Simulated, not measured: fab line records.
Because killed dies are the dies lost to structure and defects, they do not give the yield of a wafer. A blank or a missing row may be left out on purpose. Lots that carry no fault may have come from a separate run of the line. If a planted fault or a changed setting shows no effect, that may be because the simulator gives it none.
Which tool did it? | flow nand_harc | Sampling: 16 lots, 48 wafers, 5 of 1159 route steps

## WHAT THE GAUGES SHOWED, per wafer
NHARC_A_M0_CD_MEAS_09 targets a cd of 80 nm.
lot  | measured     | on        | cd_nm (nm)
L325 | day 17 07:41 | cd_sem-01 | 79.8 79.7 79.8
L328 | day 17 16:03 | cd_sem-02 | 79.7 79.3 79.0
L327 | day 17 19:21 | cd_sem-03 | 79.8 79.3 79.7
L326 | day 18 02:20 | cd_sem-02 | 80.1 79.8 79.3
L332 | day 19 11:04 | cd_sem-03 | 81.4 80.4 81.4
L334 | day 19 18:02 | cd_sem-03 | 80.2 79.4 79.9
L336 | day 20 04:43 | cd_sem-03 | 79.6 80.0 80.3
L337 | day 20 22:56 | cd_sem-01 | 97.9 98.6 97.9 98.5 98.8 97.8
L342 | day 21 16:32 | cd_sem-01 | 79.9 80.4 80.7
L340 | day 21 22:38 | cd_sem-02 | 94.4 93.7 93.9 94.4 94.0 93.6
L339 | day 22 02:32 | cd_sem-02 | 92.8 93.0 93.6 93.0 93.1 93.3
L344 | day 22 03:13 | cd_sem-01 | 79.8 79.9 79.3
L341 | day 22 05:25 | cd_sem-01 | 93.2 93.0 92.9 93.4 93.0 92.8
L345 | day 22 16:47 | cd_sem-01 | 80.1 79.3 79.4
L346 | day 22 17:19 | cd_sem-01 | 78.4 78.7 79.5
L348 | day 23 16:06 | cd_sem-03 | 80.5 80.1 80.1

## WHICH TOOL RAN EACH LOT (tool, then ch and the chambers of the sampled wafers, then the start)
lot  | NHARC_A_CONTACT_STRIP_26                      | NHARC_A_CONTACT_CMP_20        | NHARC_A_BLC_DEGAS_30         | NHARC_A_M0_EXPOSE_06
L325 | rie_diel-01 ch 0,1,2, day 16 21:39 or earlier | cmp-01 ch 0,3, day 16 21:39   | pvd_sputter-01, day 17 01:02 | arfi_scanner-03 ch 0, day 17 07:33
L328 | rie_diel-04 ch 1,3, day 17 11:11 or earlier   | cmp-01 ch 0,1, day 17 11:11   | pvd_sputter-03, day 17 13:53 | arfi_scanner-01 ch 0, day 17 15:55
L327 | rie_diel-01 ch 0,1,2, day 17 12:00 or earlier | cmp-04 ch 0,1,2, day 17 12:00 | pvd_sputter-03, day 17 14:41 | arfi_scanner-01 ch 0, day 17 19:13
L326 | rie_diel-01 ch 0,1,2, day 17 18:54 or earlier | cmp-03 ch 0,1,3, day 17 18:54 | pvd_sputter-03, day 17 21:35 | arfi_scanner-03 ch 0, day 18 02:12
L332 | rie_diel-01 ch 0,1,3, day 19 03:52 or earlier | cmp-04 ch 0,1,2, day 19 03:52 | pvd_sputter-02, day 19 06:31 | arfi_scanner-03 ch 0, day 19 10:55
L334 | rie_diel-03 ch 1,3, day 19 10:39 or earlier   | cmp-04 ch 0,3, day 19 10:39   | pvd_sputter-01, day 19 13:20 | arfi_scanner-01 ch 0, day 19 17:53
L336 | rie_diel-01 ch 0,2, day 19 19:47 or earlier   | cmp-01 ch 0,2,3, day 19 19:47 | pvd_sputter-03, day 19 22:19 | arfi_scanner-03 ch 0, day 20 04:34
L337 | rie_diel-03 ch 0,2,3, day 20 16:01 or earlier | cmp-03 ch 2,3, day 20 16:01   | pvd_sputter-02, day 20 18:40 | arfi_scanner-03 ch 0, day 20 22:48
L342 | rie_diel-03 ch 0,1, day 21 08:23 or earlier   | cmp-03 ch 0,2, day 21 08:23   | pvd_sputter-02, day 21 11:13 | arfi_scanner-01 ch 0, day 21 16:23
L340 | rie_diel-01 ch 0,1,3, day 21 14:17 or earlier | cmp-01 ch 0,1,3, day 21 14:17 | pvd_sputter-01, day 21 17:07 | arfi_scanner-03 ch 0, day 21 22:29
L339 | rie_diel-04 ch 0,1, day 21 20:07 or earlier   | cmp-03 ch 1,2, day 21 20:07   | pvd_sputter-01, day 21 22:39 | arfi_scanner-03 ch 0, day 22 02:24
L344 | rie_diel-03 ch 1,3, day 21 20:50 or earlier   | cmp-01 ch 1,2,3, day 21 20:50 | pvd_sputter-02, day 21 23:41 | arfi_scanner-01 ch 0, day 22 03:04
L341 | rie_diel-04 ch 0,1,2, day 22 00:26 or earlier | cmp-04 ch 0,3, day 22 00:26   | pvd_sputter-01, day 22 03:07 | arfi_scanner-03 ch 0, day 22 05:16
L345 | rie_diel-01 ch 0,1,2, day 22 09:33 or earlier | cmp-03 ch 1,2,3, day 22 09:33 | pvd_sputter-03, day 22 12:13 | arfi_scanner-02 ch 0, day 22 16:39
L346 | rie_diel-01 ch 0,1,3, day 22 10:48 or earlier | cmp-03 ch 0,2,3, day 22 10:48 | pvd_sputter-03, day 22 13:22 | arfi_scanner-02 ch 0, day 22 17:10
L348 | rie_diel-01 ch 0,1,3, day 23 11:05 or earlier | cmp-01 ch 2,3, day 23 11:05   | pvd_sputter-02, day 23 13:45 | arfi_scanner-02 ch 0, day 23 15:58
- NHARC_A_CONTACT_STRIP_26: strips in O2.
- NHARC_A_CONTACT_CMP_20: polishes, t overpolish 30 s, target thk 300 nm.
- NHARC_A_BLC_DEGAS_30: time 60 s.
- NHARC_A_M0_EXPOSE_06: exposes mask A M0, target cd 80 nm.

## AS READ BY THE TOOLS THEMSELVES (means over the sampled wafers that have a number; for cases with no such wafer, the mark the record gives instead)
NHARC_A_CONTACT_STRIP_26.
lot  | tool        | drypump_motor_current_A (A) | oes_product_au (a.u.) | rf_vpp_V (V) | showerhead_plenum_p_Torr (Torr) | throttle_valve_pct (%)
L325 | rie_diel-01 | 5.5                         | 0.991                 | 57.6         | 3.53                            | 17.039
L328 | rie_diel-04 | 6.1                         | 0.997                 | 58.9         | 3.71                            | 17.052
L327 | rie_diel-01 | 5.5                         | 0.993                 | 57.6         | 3.52                            | 17.035
L326 | rie_diel-01 | 5.6                         | 0.994                 | 57.9         | 3.52                            | 17.032
L332 | rie_diel-01 | 5.6                         | 0.985                 | 58.1         | 3.64                            | 17.036
L334 | rie_diel-03 | 6.4                         | 1.002                 | 58.4         | 3.55                            | 17.042
L336 | rie_diel-01 | 5.4                         | 0.990                 | 57.3         | 3.51                            | 17.039
L337 | rie_diel-03 | 6.2                         | 1.005                 | 59.2         | 3.65                            | 17.033
L342 | rie_diel-03 | 6.0                         | 1.005                 | 57.3         | 3.46                            | 17.032
L340 | rie_diel-01 | 5.5                         | 0.994                 | 58.2         | 3.63                            | 17.042
L339 | rie_diel-04 | 6.1                         | 1.011                 | 57.9         | 3.63                            | 17.036
L344 | rie_diel-03 | 6.4                         | 1.000                 | 57.6         | 3.54                            | 17.030
L341 | rie_diel-04 | 5.9                         | 1.009                 | 58.2         | 3.71                            | 17.036
L345 | rie_diel-01 | 5.6                         | 1.010                 | 59.1         | 3.51                            | 17.048
L346 | rie_diel-01 | 5.6                         | 1.000                 | 57.7         | 3.63                            | 17.040
L348 | rie_diel-01 | 5.5                         | 0.999                 | 57.7         | 3.63                            | 17.042

NHARC_A_CONTACT_CMP_20.
lot  | tool   | motor_current_A (A) | overpolish_run_s (s) | time_to_endpoint_s (s)
L325 | cmp-01 | 13.6                | 29.997               | 61.6
L328 | cmp-01 | 11.1                | 29.997               | 56.6
L327 | cmp-04 | 12.0                | 29.997               | 58.5
L326 | cmp-03 | 13.3                | 29.994               | 57.7
L332 | cmp-04 | 12.8                | 29.996               | 63.6
L334 | cmp-04 | 12.1                | 30.002               | 62.0
L336 | cmp-01 | 13.1                | 29.993               | 59.8
L337 | cmp-03 | 12.0                | 29.999               | 61.5
L342 | cmp-03 | 11.2                | 30.009               | 57.6
L340 | cmp-01 | 12.6                | 29.997               | 55.7
L339 | cmp-03 | 12.5                | 30.006               | 60.3
L344 | cmp-01 | 12.6                | 30.003               | 58.2
L341 | cmp-04 | 12.3                | 29.992               | 62.4
L345 | cmp-03 | 12.1                | 30.002               | 59.9
L346 | cmp-03 | 12.0                | 30.003               | 63.6
L348 | cmp-01 | 13.1                | 30.006               | 57.9

NHARC_A_BLC_DEGAS_30.
lot  | tool           | heater_power_w (W)
L325 | pvd_sputter-01 | 471
L328 | pvd_sputter-03 | 462
L327 | pvd_sputter-03 | 451
L326 | pvd_sputter-03 | 458
L332 | pvd_sputter-02 | 460
L334 | pvd_sputter-01 | 448
L336 | pvd_sputter-03 | 457
L337 | pvd_sputter-02 | 463
L342 | pvd_sputter-02 | 452
L340 | pvd_sputter-01 | 468
L339 | pvd_sputter-01 | 469
L344 | pvd_sputter-02 | 481
L341 | pvd_sputter-01 | 474
L345 | pvd_sputter-03 | 484
L346 | pvd_sputter-03 | 458
L348 | pvd_sputter-02 | 476

NHARC_A_M0_EXPOSE_06.
lot  | tool            | exposure_dose_mJ_cm2
L325 | arfi_scanner-03 | 83.28
L328 | arfi_scanner-01 | 83.31
L327 | arfi_scanner-01 | 83.35
L326 | arfi_scanner-03 | 83.26
L332 | arfi_scanner-03 | 83.24
L334 | arfi_scanner-01 | 83.25
L336 | arfi_scanner-03 | 83.40
L337 | arfi_scanner-03 | 110.37
L342 | arfi_scanner-01 | 83.11
L340 | arfi_scanner-03 | 102.16
L339 | arfi_scanner-03 | 102.16
L344 | arfi_scanner-01 | 83.29
L341 | arfi_scanner-03 | 102.04
L345 | arfi_scanner-02 | 83.37
L346 | arfi_scanner-02 | 83.28
L348 | arfi_scanner-02 | 83.34

## THE ANSWER, worked out from the rows above alone
Rule: the lots themselves supply what counts as usual. The widest of any qualifying gaps counts: lots, ordered by their means at a reading, are off when they make up no more than a third of the lots, leave a main group of 4 or more, and stand apart from it by 3 or more times the standard deviation of that group's means. A main group whose means are all the same, to the digits that the tables above print for the reading, isn't used. Also off: a lot with no number at a reading for which 4 or more lots have one. Where the step has rows for the other lots, those lots are counted as sound. First the gauges in route order, then the tools' own readings, where a lot's mean is used as printed above. At the first step where some lot is off, the reading lying furthest off is the one used; lots without a number count as furthest.
Off at NHARC_A_M0_CD_MEAS_09 (cd_nm): L337, L340, L339, L341. Main group: mean 79.8 nm, sd 0.52.
A tool fits if, at a process step before that reading, it ran every lot that is off, and no sound lot after the first of them. Not tried: the gauges at NHARC_A_M0_CD_MEAS_09; whatever is off there is also off at NHARC_A_M0_EXPOSE_06, on other tools, and gauge error can't account for it. With no start given for some of its lots, NHARC_A_CONTACT_STRIP_26 uses the hours and lot order of NHARC_A_CONTACT_CMP_20. One candidate fits, namely arfi_scanner-03 at NHARC_A_M0_EXPOSE_06. A fault onset in the window from L336 (day 20 04:34, its last sound lot) to L337 (day 20 22:48, its first lot off) fits.
The tool's own readings at NHARC_A_M0_EXPOSE_06 bear it out: on the lots that are off they differ by more than 5 times the standard deviation of the sound lots' means. exposure_dose_mJ_cm2 reads 104.18 there against 83.29 on the sound lots.

## WHAT HAD BEEN PUT IN BY THE SIMULATOR
Drift in process parameters on arfi_scanner-03 at NHARC_A_M0_EXPOSE_06, starting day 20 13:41. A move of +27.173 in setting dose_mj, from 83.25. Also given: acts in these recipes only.
Shown lots that were struck: L337, L340, L339, L341. This agrees with what the rule above found.
